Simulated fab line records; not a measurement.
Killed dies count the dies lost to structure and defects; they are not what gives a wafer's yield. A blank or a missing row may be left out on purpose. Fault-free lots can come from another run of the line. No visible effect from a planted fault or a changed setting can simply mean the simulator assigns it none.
Chamber matching -- flow nand-harc -- 4 sister chambers for NHARC_P_CONTACT_ALD_22 on ald-metal-02
The step deposits TiN, target thk 3 nm, pulse time 1 s, ald cycles 150. 14 wafers are shown with their chamber, then 7 later ones without.

== EACH WAFER AND ITS CHAMBER ==
wafer,chamber,heater-power-w (W),precursor-pulse-height-rel
L530.1,1,1147,0.989
L530.4,3,934,0.999
L530.6,2,1220,0.996
L536.1,2,1216,0.993
L536.2,0,1072,1.010
L536.5,2,1198,0.971
L535.2,0,1075,1.012
L535.3,1,1172,1.017
L535.5,2,1188,1.026
L537.1,3,947,0.998
L537.2,0,1068,0.957
L537.4,2,1190,0.976
L549.1,2,1183,0.994
L549.2,3,885,0.996

SIGNATURES (averages over the wafers above)
reading,chamber 0,chamber 1,chamber 2,chamber 3,scatter within a chamber
heater-power-w,1071.67,1159.50,1199.17,922.00,19.1
precursor-pulse-height-rel,0.99300,1.00300,0.99267,0.99767,0.0205
Rule: a wafer's distance from a chamber is the root of the sum, over the readings, of the square of ((its reading less the chamber's mean) divided by the reading's scatter). The wafer belongs to the nearest chamber; if the next one is less than 2 further off, it can't be placed. The scatter: the root of (the sum of the squares of (reading less its chamber's mean) over the shown wafers, divided by (wafers less chambers)).

== WAFERS WHOSE CHAMBER IS MISSING ==
wafer,heater-power-w (W),precursor-pulse-height-rel
L549.4,1176,0.997
L547.2,1056,0.990
L547.3,1188,1.038
L547.6,1064,0.987
L550.2,1077,1.009
L550.3,1229,1.012
L550.4,1176,0.983

== EACH ONE'S CHAMBER ==
wafer,from the rows above,in truth
L549.4,can't be placed: 1 or 2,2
L547.2,0,0
L547.3,can't be placed: 1 or 2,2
L547.6,0,0
L550.2,0,0
L550.3,can't be placed: 2 or 1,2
L550.4,can't be placed: 2 or 1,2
Correct placement for 3 of the 7. From these rows, 4 cannot be placed; in 4 the true chamber is one of the candidates. Wrongly placed: 0.
